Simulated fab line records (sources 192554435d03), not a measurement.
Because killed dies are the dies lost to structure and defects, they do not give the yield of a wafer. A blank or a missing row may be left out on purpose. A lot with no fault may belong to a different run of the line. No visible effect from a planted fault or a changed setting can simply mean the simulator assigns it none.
Lot-split experiment ; flow n5-finfet ; on a route of 1938 steps: 7 lots, 21 wafers read

THE SPLIT
At N5_BEOL_M8_EXPOSE_25 (exposes mask V7, target cd 40 nm), the setting dose-mj was moved away from the recipe's 42.5 on 4 of the 21 wafers read, by -6.3% to +3.2%. For the rest of the wafers, this setting stayed at what the recipe calls for.

FROM THE SPLIT TO THE READING: what the file shows between them, 2 steps
- N5_BEOL_M8_PEB_26: peb time 60 s
- N5_BEOL_M8_DEVELOP_27: develop time 30 s

THE READING
Shown in nm: cd-nm at N5_BEOL_M8_CD_MEAS_28, with target cd 40 nm. On this fab line, fault-free wafers typically give 39.96 nm with a standard deviation of 0.28 nm.

wafer;tool, chamber at the split;dose-mj as run;against the recipe;cd-nm, nm;against lot-mates on the recipe
L086.1;euv-scanner-01, 0;43.86;+3.2%;40.32;+0.77
L086.2;euv-scanner-01, 0;42.5;recipe;39.54;-
L086.4;euv-scanner-01, 0;42.5;recipe;39.55;-
L085.1;euv-scanner-01, 0;42.5;recipe;40.05;-
L085.2;euv-scanner-01, 0;42.5;recipe;39.81;-
L085.3;euv-scanner-01, 0;42.5;recipe;39.95;-
L088.3;euv-scanner-02, 0;42.5;recipe;39.56;-
L088.4;euv-scanner-02, 0;39.84;-6.3%;38.24;-1.32
L088.6;euv-scanner-02, 0;39.84;-6.3%;38.46;-1.10
L089.1;euv-scanner-02, 0;42.5;recipe;40.08;-
L089.4;euv-scanner-02, 0;42.5;recipe;40.01;-
L089.6;euv-scanner-02, 0;43.76;+3.0%;40.75;+0.70
L091.2;euv-scanner-02, 0;42.5;recipe;40.25;-
L091.3;euv-scanner-02, 0;42.5;recipe;39.94;-
L091.5;euv-scanner-02, 0;42.5;recipe;39.95;-
L090.1;euv-scanner-01, 0;42.5;recipe;39.96;-
L090.4;euv-scanner-01, 0;42.5;recipe;39.99;-
L090.6;euv-scanner-01, 0;42.5;recipe;40.02;-
L096.4;euv-scanner-02, 0;42.5;recipe;39.87;-
L096.5;euv-scanner-02, 0;42.5;recipe;39.92;-
L096.6;euv-scanner-02, 0;42.5;recipe;40.13;-

FIT RESULTS
A straight line over all 21 wafers: cd-nm changes by +0.239 nm for each +1% of dose-mj; r = +0.93; the points scatter about the line by 0.21 nm.
The same after taking each lot's own level away (the mean of its wafers on the recipe; 21 wafers): +0.204 nm for each +1%; r = +0.98; scatter 0.099 nm.
Per that fit: largest dose-mj move, reading shift of 1.3 nm.
Measured against the standard deviation above, the lots' own levels, which go from 39.545 to 40.047 nm, span 1.8 times it.
In other words, the slope is changed by the lot-to-lot level; the two fits disagree.
Check: for one of the wafers moved furthest among these (-6.3%), held out of the fit, the line's prediction against its lot-mates is -1.21 nm. Against them it came out at -1.32 nm.

OTHER SPLITS ON THESE WAFERS
Before the reading, these wafers also passed through other splits. Each is held against what the fit with the lots' levels taken away leaves over:
other split on the same wafers;wafers away from the commonest value;r with cd-nm (lot level and that fit taken away)
N5_BEOL_M5_TRENCH_ETCH_37 time-s;3;-0.12
N5_BEOL_M7_PECVD_70 temp-c;10;+0.05
N5_BEOL_M8_PECVD_70 temp-c;11;-0.22

THE WHOLE CHAIN: every reading that the file lists as answering this split, in the file's order
step;what it does;reading;change (the file's fit);r (the file's)
N5_BEOL_M8_CD_MEAS_28;target cd 40 nm;cd-nm;+0.209 nm for each +1% of the setting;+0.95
N5_BEOL_M8_DESCUM_33;chemistry O2, time 7 s;BEOL_M8.cd-nm (the simulator's own value, which no gauge read);+0.235 nm for each +1% of the setting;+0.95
N5_BEOL_M8_ETCH_72;etches underlayer in N2/H2, target depth 6.5 nm, time 5.2 s;BEOL_M8.cd-nm (the simulator's own value, which no gauge read);+0.22 nm for each +1% of the setting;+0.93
N5_BEOL_M8_ETCH_65;etches SiARC in CF4, target depth 15.6 nm, time 26 s;BEOL_M8.cd-nm (the simulator's own value, which no gauge read);+0.257 nm for each +1% of the setting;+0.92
N5_BEOL_M8_VIA_ETCH_34;etches SiCOH lowk in C4F6/O2, target depth 125.5 nm, time 50.5 s;BEOL_M8.cd-nm (the simulator's own value, which no gauge read);+0.208 nm for each +1% of the setting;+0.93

THE FILE'S OWN FIT
cd-nm changes by +0.209 nm for each +1% of dose-mj, r = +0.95.
